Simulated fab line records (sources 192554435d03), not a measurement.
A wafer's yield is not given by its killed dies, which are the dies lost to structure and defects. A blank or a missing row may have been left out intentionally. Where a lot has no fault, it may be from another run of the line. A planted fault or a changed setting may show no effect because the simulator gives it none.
Chamber matching + flow n5-finfet + rie-diel-01 running N5_MOL_CONTACT_COAG_ETCH_47: 4 sister chambers
The step etches SiNx in CH3F/O2, stops on W, target depth 27 nm. 22 wafers are shown with their chamber, then 11 later ones without.

WAFERS, EACH WITH ITS CHAMBER
| wafer  | chamber | rf-vpp-V (V) | showerhead-plenum-p-Torr (Torr) | throttle-valve-pct (%) |
|--------|---------|--------------|---------------------------------|------------------------|
| L076.1 | 1       | 303          | 1.96                            | 16.14                  |
| L076.2 | 2       | 291          | 2.00                            | 16.01                  |
| L076.6 | 2       | 293          | 2.00                            | 16.04                  |
| L079.1 | 1       | 304          | 1.95                            | 16.18                  |
| L079.3 | 2       | 290          | 2.00                            | 16.04                  |
| L079.6 | 1       | 304          | 1.95                            | 16.16                  |
| L081.1 | 0       | 280          | 1.91                            | 16.34                  |
| L081.4 | 2       | 290          | 2.00                            | 16.04                  |
| L081.6 | 3       | 311          | 1.94                            | 16.53                  |
| L083.2 | 0       | 280          | 1.91                            | 16.34                  |
| L083.3 | 3       | 312          | 1.94                            | 16.54                  |
| L083.4 | 1       | 304          | 1.95                            | 16.20                  |
| L085.3 | 0       | 281          | 1.91                            | 16.36                  |
| L085.4 | 3       | 308          | 1.93                            | 16.53                  |
| L085.5 | 1       | 303          | 1.95                            | 16.19                  |
| L089.1 | 1       | 304          | 1.95                            | 16.20                  |
| L089.2 | 0       | 280          | 1.91                            | 16.37                  |
| L089.6 | 0       | 281          | 1.91                            | 16.38                  |
| L090.1 | 1       | 304          | 1.95                            | 16.21                  |
| L090.2 | 2       | 292          | 1.99                            | 16.10                  |
| L090.4 | 0       | 281          | 1.91                            | 16.37                  |
| L092.1 | 0       | 282          | 1.91                            | 16.40                  |

SIGNATURES (means of the wafers above)
| reading                  | chamber 0 | chamber 1 | chamber 2 | chamber 3 | scatter within a chamber |
|--------------------------|-----------|-----------|-----------|-----------|--------------------------|
| rf-vpp-V                 | 280.71    | 303.71    | 291.20    | 310.33    | 1.06                     |
| showerhead-plenum-p-Torr | 1.9100    | 1.9514    | 1.9980    | 1.9367    | 0.00359                  |
| throttle-valve-pct       | 16.3657   | 16.1829   | 16.0460   | 16.5333   | 0.0246                   |
Rule: a wafer lies at a distance from a chamber equal to the root of the sum of squares, over the readings, of (its reading less the chamber's mean, divided by the reading's scatter). If the next closest chamber is less than 2 further off than the closest, the wafer can't be placed; otherwise it belongs to the closest. How the scatter is found: for the shown wafers, subtract from each reading the mean of its chamber, square and add these, divide the total by (wafers less chambers), then take the root.

WAFERS WHOSE CHAMBER IS MISSING
| wafer  | rf-vpp-V (V) | showerhead-plenum-p-Torr (Torr) | throttle-valve-pct (%) |
|--------|--------------|---------------------------------|------------------------|
| L092.3 | 290          | 1.99                            | 16.08                  |
| L092.4 | 311          | 1.93                            | 16.56                  |
| L094.1 | 309          | 1.93                            | 16.58                  |
| L094.3 | 281          | 1.90                            | 16.38                  |
| L094.5 | 280          | 1.90                            | 16.40                  |
| L096.3 | 281          | 1.90                            | 16.39                  |
| L096.5 | 303          | 1.94                            | 16.23                  |
| L096.6 | 289          | 1.99                            | 16.11                  |
| L097.2 | 305          | 1.94                            | 16.24                  |
| L097.3 | 311          | 1.93                            | 16.57                  |
| L097.5 | 311          | 1.93                            | 16.59                  |

WHICH CHAMBER EACH ONE RAN IN
| wafer  | from the rows above | in truth |
|--------|---------------------|----------|
| L092.3 | 2                   | 2        |
| L092.4 | 3                   | 3        |
| L094.1 | 3                   | 3        |
| L094.3 | 0                   | 0        |
| L094.5 | 0                   | 0        |
| L096.3 | 0                   | 0        |
| L096.5 | 1                   | 1        |
| L096.6 | 2                   | 2        |
| L097.2 | 1                   | 1        |
| L097.3 | 3                   | 3        |
| L097.5 | 3                   | 3        |
Correct placement for 11 of the 11. Can't be placed from these rows: 0. 0 placed wrongly.
